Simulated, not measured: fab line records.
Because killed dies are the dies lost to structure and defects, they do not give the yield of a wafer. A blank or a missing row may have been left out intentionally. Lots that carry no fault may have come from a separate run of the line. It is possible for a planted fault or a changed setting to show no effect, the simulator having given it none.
Matching of chambers + flow nand harc + pecvd-04 running NHARC_A_STAIRCASE_DEP_259: 3 sister chambers
The step deposits SiON, target thk 30 nm. 6 wafers are shown with their chamber, then 10 later ones without.

WAFERS, EACH WITH ITS CHAMBER
| wafer  | chamber | heater power w (W) |
|--------|---------|--------------------|
| L089.2 | 2       | 814                |
| L092.1 | 1       | 721                |
| L092.2 | 0       | 871                |
| L092.3 | 2       | 755                |
| L091.1 | 1       | 681                |
| L091.4 | 0       | 771                |

WAFERS WHOSE CHAMBER IS MISSING
| wafer  | heater power w (W) |
|--------|--------------------|
| L091.5 | 834                |
| L094.3 | 849                |
| L094.5 | 847                |
| L094.6 | 849                |
| L095.2 | 727                |
| L095.4 | 787                |
| L095.6 | 676                |
| L097.1 | 822                |
| L097.2 | 676                |
| L097.6 | 828                |

EACH ONE'S CHAMBER
| wafer  | from the rows above          | in truth |
|--------|------------------------------|----------|
| L091.5 | can't be placed: 0 or 2      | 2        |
| L094.3 | can't be placed: 0 or 2      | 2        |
| L094.5 | can't be placed: 0 or 2      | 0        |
| L094.6 | can't be placed: 0 or 2      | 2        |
| L095.2 | can't be placed: 1 or 2 or 0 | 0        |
| L095.4 | can't be placed: 2 or 0 or 1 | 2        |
| L095.6 | can't be placed: 1 or 2      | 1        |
| L097.1 | can't be placed: 0 or 2      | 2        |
| L097.2 | can't be placed: 1 or 2      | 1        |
| L097.6 | can't be placed: 0 or 2      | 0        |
0 of 10 placed correctly. Can't be placed from these rows: 10 (the true chamber is among the candidates in 10). Number placed wrongly: 0.
How it was worked out, from the rows above alone: a wafer's distance from a chamber is the root of the sum, over the readings, of the square of ((its reading less the chamber's mean) divided by the reading's scatter). The wafer belongs to the nearest chamber; if the next one is less than 2 further off, it can't be placed. Each chamber's mean is taken over the wafers shown for it. The scatter: the root of (the sum of the squares of (reading less its chamber's mean) over the shown wafers, divided by (wafers less chambers)).
